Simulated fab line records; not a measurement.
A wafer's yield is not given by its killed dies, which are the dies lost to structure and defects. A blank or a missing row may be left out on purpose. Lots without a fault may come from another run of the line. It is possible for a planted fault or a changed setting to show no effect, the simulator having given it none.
Matching of chambers    flow nand-harc    NHARC_A_WL_FILL_ALD_02 on ald-metal-03 has 4 sister chambers
The step deposits TiN, target thk 2 nm, pulse time 3 s, ald cycles 100. 7 wafers are shown with their chamber, then 9 later ones without.

EACH WAFER AND ITS CHAMBER
wafer   chamber  heater-power-w (W)  precursor-pulse-height-rel
L081.3  1        1195                0.972
L082.2  1        1214                1.004
L082.3  0        1176                1.019
L082.4  3        1022                1.004
L087.3  2        1111                1.020
L087.4  3        982                 1.000
L087.6  2        1146                1.000

WAFERS WITH NO CHAMBER GIVEN
wafer   heater-power-w (W)  precursor-pulse-height-rel
L091.1  1137                1.034
L091.2  1151                1.013
L091.3  1097                1.001
L094.1  1180                0.997
L094.2  1140                0.977
L094.3  994                 0.936
L097.2  1104                1.000
L097.3  1003                0.996
L097.5  1193                0.977

CHAMBER TAKEN BY EACH
wafer   from the rows above           in truth
L091.1  can't be placed: 2 or 0       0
L091.2  can't be placed: 2 or 0 or 1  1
L091.3  2                             2
L094.1  can't be placed: 1 or 0 or 2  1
L094.2  can't be placed: 2 or 1 or 0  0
L094.3  3                             3
L097.2  2                             2
L097.3  3                             3
L097.5  can't be placed: 1 or 0       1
Correctly placed: 4 of 9. Cannot be placed on the basis of these rows: 5; the candidates contain the true chamber in 5. Wrongly placed: 0.
How it was worked out, from the rows above alone: a wafer's distance from a chamber is the root of the sum, over the readings, of the square of ((its reading less the chamber's mean) divided by the reading's scatter). If the next closest chamber is less than 2 further off than the closest, the wafer can't be placed; otherwise it belongs to the closest. Each chamber's mean is taken over the wafers shown for it. The scatter: take each reading less its chamber's mean, square it, sum over the shown wafers, divide by the number of wafers less the number of chambers, and take the root.
